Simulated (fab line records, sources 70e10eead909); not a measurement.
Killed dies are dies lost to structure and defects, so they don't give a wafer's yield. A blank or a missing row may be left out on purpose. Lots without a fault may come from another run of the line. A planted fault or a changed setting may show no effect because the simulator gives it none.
fab line records | flow nand_harc
record lots=5 wafers=15 last_day=24
route steps=1159 shown P_ZERO_WELL@61 P_STI@69 END@1159
lots that met no fault: from a run of the same line without faults
start_h: hours from the record's first day to the start of the lot's first wafer shown | wait_h: hours since the lot's step before | " the same as in the row above | L1.1+2: a row that stands for several wafers | - no value, or no start given | * or withheld: withheld | < > ~ a bound
route shown NAME@n: a module of which the file shows steps, and the number in the route of the first | usual: mean/standard deviation of fault-free wafers | same: alike in all rows | chamber/n: place in a boat | sites: the reading at each site | _std_site: their standard deviation | _edge_site: outer sites' mean less inner sites' | radius_mm: how far each site lies from the wafer's centre | mask NAME#n: copy n | behind: the tool/chamber that last shaped the wafer | hold: why the lot was held/for how many hours/how that ended | device: the transistor (n, p or np) that didn't switch | end of line: the same wafers' tests at the end of the route | a step without rows: its recipe alone | killed: dies lost to structure and defects at the first sort, not the wafer's yield | map: a wafer's dies, x killed, . not, _ none there
set.NAME: the setting as run; set.NAME@STEP: as run at that earlier step | model.NAME: the simulator's own value behind a step, which no gauge read
lots at some steps of the route; a table a step, a row a wafer
services: from which hour (start_h, from the record's first day; less than 0 if before it) a tool's chamber was out of use, for how many hours, and why
## steps
# step NHARC_P_ZERO_WELL_DESCUM_54
# recipe time_s=3 o2_flow_sccm=200 ar_flow_sccm=0 bias_power_w=0 chemistry=O2
# usual drypump_motor_current_A=5.6/0.4 oes_product_au=1.000/0.013 rf_vpp_V=58.0/0.91 showerhead_plenum_p_Torr=1.95/0.073 throttle_valve_pct=11.311/0.0094
# columns lot.wafer tool chamber start_h wait_h drypump_motor_current_A oes_product_au rf_hours_counter_h rf_vpp_V showerhead_plenum_p_Torr throttle_valve_pct
L995.3 rie_diel-03 3 18.03 - 5.8 1.008 11 57.4 1.98 11.291
L995.2 " 0 " " 5.5 0.979 10 56.8 2.00 11.309
L995.4 " 1 " " 5.6 1.019 12 59.0 2.05 11.296
L102.4 rie_diel-01 1 59.99 - 6.2 0.997 6 58.5 1.93 11.301
L102.1 " 3 " " 5.9 0.999 7 56.2 2.00 11.309
L102.6 " 2 " " 5.2 0.999 - 58.8 2.06 11.313
L112.1 rie_diel-01 1 119.69 - 6.3 0.990 10 58.8 1.93 11.324
L112.6 " 0 " " 6.0 1.011 - 57.2 1.81 11.300
L112.5 " 1 " " 6.3 0.997 - 58.2 1.93 11.321
L113.3 rie_diel-02 0 125.78 - 5.7 0.982 7 57.5 2.01 11.304
L113.6 " 0 " " 5.7 0.987 - 57.9 2.02 11.314
L113.5 " 1 " " 6.1 0.987 - 58.9 1.88 11.317
L118.1 rie_diel-03 0 155.65 - 5.4 0.998 7 58.4 2.00 11.297
L118.4 " 2 " " 5.9 0.989 8 58.4 1.95 11.296
L118.6 " 1 " " 5.6 1.020 - 57.9 2.05 11.307
# step NHARC_P_ZERO_WELL_IMPLANT_55
# recipe energy_kev=180 dose_cm2=8e+11 tilt_deg=7
# step NHARC_P_ZERO_WELL_IMPLANT_61
# recipe energy_kev=30 dose_cm2=5e+11 tilt_deg=7
# step NHARC_P_ZERO_WELL_STRIP_56
# recipe time_s=840 temp_c=130 chemistry=SPM
# step NHARC_P_ZERO_WELL_PRECLEAN_68
# recipe time_s=60 temp_c=50 bath_age_min=0 chemistry=SC1
# step NHARC_P_ZERO_WELL_SRD_69
# step NHARC_P_ZERO_WELL_RTA_42
# recipe temp_c=1100 time_s=300
# usual lamp_power_pct=36.2/1.5 lamp_zone_2_pct=36.2/1.5 lamp_zone_5_pct=36.2/1.5 wafer_temp_C_max=1104.2/0.86
# columns lot.wafer tool chamber start_h wait_h lamp_power_pct lamp_zone_2_pct lamp_zone_5_pct wafer_temp_C_max
L995.2 rtp_anneal-01 0 19.10 - 34.7 34.7 34.7 1104.6
L995.3 " 0 " " 34.7 34.6 34.6 1104.6
L995.4 " 0 " " 34.7 34.6 34.7 1106.2
L102.1 rtp_anneal-01 0 60.97 - 34.7 34.7 34.7 1104.6
L102.4 " 0 " " 34.7 34.7 34.7 1105.5
L102.6 " 0 " " 34.7 34.7 34.7 1105.7
L112.1 rtp_anneal-02 0 120.65 - 37.7 37.7 37.6 1104.4
L112.5 " 0 " " 37.6 37.7 37.7 1103.4
L112.6 " 0 " " 37.7 37.8 37.7 1104.2
L113.3 rtp_anneal-01 0 126.97 - 34.7 34.7 34.7 1102.7
L113.5 " 0 " " 34.7 34.7 34.7 1104.1
L113.6 " 0 " " 34.6 34.6 34.7 1103.5
L118.1 rtp_anneal-01 0 156.63 - 34.7 34.7 34.7 1104.6
L118.4 " 0 " " 34.7 34.7 34.6 1102.7
L118.6 " 0 " " 34.6 34.7 34.7 1103.6
# step NHARC_P_ZERO_WELL_INSPECT_43
# usual raw_defect_count=14/5.8
# columns lot.wafer tool chamber start_h wait_h raw_defect_count
L995.2 defect_inspect-01 - 19.67 0.5 12
L995.3 " - " " 9
L995.4 " - " " 5
L102.1 defect_inspect-01 - 61.65 0.6 16
L102.4 " - " " 16
L102.6 " - " " 18
L112.1 defect_inspect-02 - 121.32 0.6 15
L112.5 " - " " 15
L112.6 " - " " 18
L113.3 defect_inspect-02 - 127.44 0.4 12
L113.5 " - " " 20
L113.6 " - " " 29
L118.1 defect_inspect-01 - 157.32 0.6 14
L118.4 " - " " 31
L118.6 " - " " 15
# step NHARC_P_STI_ETCH_26
# recipe target_depth_a=110 chemistry=dHF material=SiO2
# step NHARC_P_STI_PRECLEAN_27
# recipe time_s=* temp_c=50 bath_age_min=0 chemistry=SC1
# step NHARC_P_STI_SRD_28
# step NHARC_P_STI_OXIDE_29
# recipe target_thk_a=100 temp_c=900 ox_time_s=1362 material=SiO2
# step NHARC_P_STI_HM_DEP_30
# recipe target_thk_a=800 temp_c=790 pressure_mtorr=300 time_s=873 material=Si3N4
# usual zone_power_upper_pct=14.0/1.1
# columns lot.wafer tool chamber start_h wait_h zone_power_upper_pct
L995.2 lpcvd-02 1 34.91 3.6 12.6
L995.3 " 1 " " 12.6
L995.4 " 1 " " 12.7
L102.1 lpcvd-01 0 72.97 3.6 13.9
L102.4 " 0 " " 14.1
L102.6 " 0 " " 14.4
L112.1 lpcvd-02 0 133.71 3.6 15.2
L112.5 " 0 " " 15.7
L112.6 " 0 " " 15.7
L113.3 lpcvd-01 0 139.66 3.6 14.2
L113.5 " 0 " " 14.3
L113.6 " 0 " " 14.1
L118.1 lpcvd-01 1 168.53 3.6 13.7
L118.4 " 1 " " 13.7
L118.6 " 1 " " 13.5
# step NHARC_P_STI_DEHYDRATE_01
# recipe temp_c=150 time_s=120
# step NHARC_P_STI_HMDS_02
# recipe time_s=30
# step NHARC_P_STI_COAT_41
# recipe temp_c=200 time_s=65
# step NHARC_P_STI_COAT_03
# recipe spin_rpm=2000 resist_thk_nm=600
# step NHARC_P_STI_SOFTBAKE_04
# recipe temp_c=125 time_s=70
# step NHARC_P_STI_EBR_05
# step NHARC_P_STI_EXPOSE_06
# recipe na=0.55 target_cd_nm=200 dose_mj=37.69 mask_id=P_STI
# step NHARC_P_STI_PEB_07
# recipe peb_temp_c=128 peb_time_s=80
# step NHARC_P_STI_DEVELOP_08
# recipe time_s=50 dev_temp_c=22
# step NHARC_P_STI_CD_MEAS_09
# recipe target_cd_nm=200 landing_energy_ev=500
# usual cd_nm=201/3.2
# columns lot.wafer tool chamber start_h wait_h cd_nm
L995.2 cd_sem-02 0 39.02 - 200
L995.3 " 0 " " 199
L995.4 " 0 " " 195
L102.1 cd_sem-03 0 77.04 - 203
L102.4 " 0 " " 205
L102.6 " 0 " " 203
L112.1 cd_sem-03 0 137.66 - 196
L112.5 " 0 " " 200
L112.6 " 0 " " 200
L113.3 cd_sem-02 0 143.62 - 204
L113.5 " 0 " " 204
L113.6 " 0 " " 204
L118.1 cd_sem-02 0 172.66 - 198
L118.4 " 0 " " 201
L118.6 " 0 " " 202
# step NHARC_P_STI_OVL_MEAS_10
# usual overlay_x_nm=2/6.3 overlay_y_nm=-2/5.8
# columns lot.wafer tool chamber start_h wait_h overlay_x_nm overlay_y_nm
L995.2 overlay-01 - 39.11 - 7 -9
L995.3 " - " " 6 -9
L995.4 " - " " 7 -10
L102.1 overlay-01 - 77.13 - 10 5
L102.4 " - " " 11 5
L102.6 " - " " 11 6
L112.1 overlay-01 - 137.75 - -7 -9
L112.5 " - " " -7 -9
L112.6 " - " " -7 -9
L113.3 overlay-02 - 143.70 - 14 2
L113.5 " - " " 14 2
L113.6 " - " " 14 2
L118.1 overlay-01 - 172.76 - -6 -2
L118.4 " - " " -6 -2
L118.6 " - " " -6 -2
# step NHARC_P_STI_INSPECT_11
# usual raw_defect_count=5.3/2.8
# columns lot.wafer tool chamber start_h wait_h raw_defect_count
L995.2 defect_inspect-02 - 39.14 0.0 3
L995.3 " - " " 6
L995.4 " - " " 5
L102.1 defect_inspect-01 - 77.16 0.0 3
L102.4 " - " " 1
L102.6 " - " " 4
L112.1 defect_inspect-01 - 137.78 0.0 16
L112.5 " - " " 12
L112.6 " - " " 12
L113.3 defect_inspect-01 - 143.74 0.0 6
L113.5 " - " " 2
L113.6 " - " " 5
L118.1 defect_inspect-01 - 172.80 0.0 6
L118.4 " - " " 8
L118.6 " - " " 7
# step NHARC_P_STI_HARDBAKE_13
# recipe temp_c=118 time_s=65
# step NHARC_END_SORT_01
# recipe temp_c=25
# usual killed_at_array=24/8.4 killed_at_other=0.7/1.1 killed_at_periphery=2.9/1.7 killed_dies=27/8.6 killed_open=3.3/1.8 killed_short=1.8/1.4
# same gross_dies=677
# columns lot.wafer tool chamber start_h wait_h killed_at_array killed_at_other killed_at_periphery killed_dies killed_open killed_short
L112.1 prober-02 0 557.18 2.5 25 1 16 42 0 1
L112.5 prober-02 0 560.38 3.7 27 2 10 39 6 0
L112.6 prober-02 0 561.18 4.0 35 1 12 48 1 3
# killed by level:class
L112.1 A_CHANNEL_HOLE_D1:chamber_film_flake=16 P_STI:unspecified=15 A_STAIRCASE:chamber_film_flake=3 A_CONTACT:chamber_film_flake=3 A_WL_FILL:geometric_particle:short=1 P_ZERO_WELL:chamber_film_flake=1 A_ZERO_WELL:chamber_film_flake=1 A_SLIT:chamber_film_flake=1
L112.5 A_CHANNEL_HOLE_D1:chamber_film_flake=13 P_STI:unspecified=8 A_ONON_D1:geometric_particle:open=3 A_CONTACT:chamber_film_flake=3 A_STAIRCASE:chamber_film_flake=2 A_WL_FILL:chamber_film_flake=2 THIN_TSV:chamber_film_flake=2 P_GATE:geometric_particle:open=1
L112.6 A_CHANNEL_HOLE_D1:chamber_film_flake=22 P_STI:unspecified=9 A_CONTACT:chamber_film_flake=5 A_STAIRCASE:chamber_film_flake=2 A_WL_FILL:chamber_film_flake=2 P_STI:geometric_particle:short=1 P_GATE:geometric_particle:short=1 A_M0:geometric_particle:open=1
# map L112.6 (x killed, . not)
____________.____________
_________......._________
_______......x...._______
______.............______
_____........x......_____
____................x____
____..............xxx____
___...............xx..___
___...............xxxx___
__............xxxx.xxx.__
__.............xxx.xxxx__
_..............x....x..._
_...................xxx._
_.............x.....x..._
_............x....x..x.._
_.x....x................_
.........................
............x....x.......
...............x.........
..................x......
............x............
_.......x..............._
_......................._
_x.................x...._
_......................._
_...x..................._
__.....................__
__.....................__
___...................___
___...................___
____.................____
____.................____
_____..........x...._____
______.............______
_______..........._______
_________......._________
____________.____________
# map L995.4 (x killed, . not)
____________.____________
_________......._________
_______..........._______
______.......x.....______
_____x.............._____
____.................____
____........x........____
___...................___
___...................___
__.....................__
__.....................__
_..................x...._
_.x....................._
_......................._
_......................._
_.................x....._
.x...x...................
.........................
.........................
......x..................
..x......................
_......................._
_....................x.._
_..............x........_
_......................._
_.......x.......x.x....._
__..........x..xx..x...__
__.................x...__
___...................___
___.....x.............___
____...........x.....____
____............x....____
_____..............._____
______.............______
_______..........._______
_________......._________
____________.____________
## services
# columns tool chamber start_h hours kind
rie_diel-01 0 -5.70 - clean
rie_diel-01 1 -5.70 - clean
rie_diel-01 2 -5.70 - clean
rie_diel-01 3 -5.70 - clean
rie_diel-03 2 5.34 2.9 repair
rie_diel-02 - 8.53 0.6 repair
rie_diel-01 2 11.19 1.2 repair
rie_diel-03 0 17.49 - clean
rie_diel-03 1 17.49 - clean
rie_diel-03 2 17.49 - clean
rie_diel-03 3 17.49 - clean
rie_diel-01 0 18.80 - clean
rie_diel-01 1 18.80 - clean
rie_diel-01 2 18.80 - clean
rie_diel-01 3 18.80 - clean
rie_diel-02 0 25.75 11.2 repair
rie_diel-03 - 38.30 9.0 pm
rie_diel-02 2 53.72 4.6 repair
rie_diel-02 1 85.22 6.8 repair
rie_diel-02 1 113.43 1.4 repair
rie_diel-03 0 132.94 2.5 repair
rie_diel-01 - 137.80 9.0 pm
rie_diel-02 - 150.80 9.0 pm
rie_diel-02 1 161.31 1.3 repair
## key
first_sign step=NHARC_P_STI_INSPECT_11 reading=raw_defect_count direction=up sigmas=2.9 usual=5.3 struck=13.3
effect step=NHARC_END_SORT_01 reading=killed_at_periphery direction=up sigmas=5.7 usual=2.9 struck=12.7
met_at NHARC_P_STI_HM_DEP_30
struck_wafers L112.1,L112.5,L112.6
tester_left_out L112
also_fits NHARC_P_ZERO_WELL_DESCUM_54:rie_diel-01,NHARC_P_ZERO_WELL_RTA_42:rtp_anneal-02
fault kind=chamber_particle_source tool=lpcvd-02 chamber=0 onset_h=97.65 steps=NHARC_P_STI_HM_DEP_30 rate_per_visit_cm2=0.023871 end_h=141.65
# tester_left_out: of these lots the tester's yield and bins aren't shown, on N5 and GAA mostly nor the transistor test; their killed dies are dies lost to structure and defects alone, not to doping, threshold or leakage, so they don't give the yield
